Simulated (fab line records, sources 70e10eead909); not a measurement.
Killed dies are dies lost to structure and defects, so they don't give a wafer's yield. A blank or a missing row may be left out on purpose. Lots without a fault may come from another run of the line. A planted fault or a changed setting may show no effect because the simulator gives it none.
Chamber matching | flow nand_harc | NHARC_A_WL_FILL_ALD_10 on ald_hk-02: 4 sister chambers
The step deposits SiO2, target thk 50 nm, pulse time 10 s, ald cycles 500. 4 wafers are shown with their chamber, then 7 later ones without.

WAFERS WITH THEIR CHAMBER
wafer  | chamber | heater_power_w (W)
L083.5 | 3       | 429
L087.4 | 1       | 497
L092.1 | 2       | 558
L092.2 | 0       | 507

WAFERS WITHOUT THEIR CHAMBER
wafer  | heater_power_w (W)
L092.4 | 506
L091.1 | 502
L091.3 | 499
L091.4 | 432
L096.4 | 560
L096.5 | 502
L096.6 | 438

WHICH CHAMBER EACH WENT THROUGH
wafer  | from the rows above     | in truth
L092.4 | can't be placed: 0 or 1 | 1
L091.1 | can't be placed: 0 or 1 | 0
L091.3 | can't be placed: 1 or 0 | 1
L091.4 | 3                       | 3
L096.4 | 2                       | 2
L096.5 | can't be placed: 0 or 1 | 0
L096.6 | 3                       | 3
Placed correctly: 3 of 7. Can't be placed from these rows: 4 (the true chamber is among the candidates in 4). Placed wrongly: 0.
How it was worked out, from the rows above alone: a wafer's distance from a chamber is the root of the sum, over the readings, of the square of ((its reading less the chamber's mean) divided by the reading's scatter). The wafer belongs to the nearest chamber; if the next one is less than 2 further off, it can't be placed. A chamber's mean is the mean of its shown wafers. The scatter: with one shown wafer a chamber, the root of the mean of the squares of how far each hidden wafer lies from its nearest shown one.
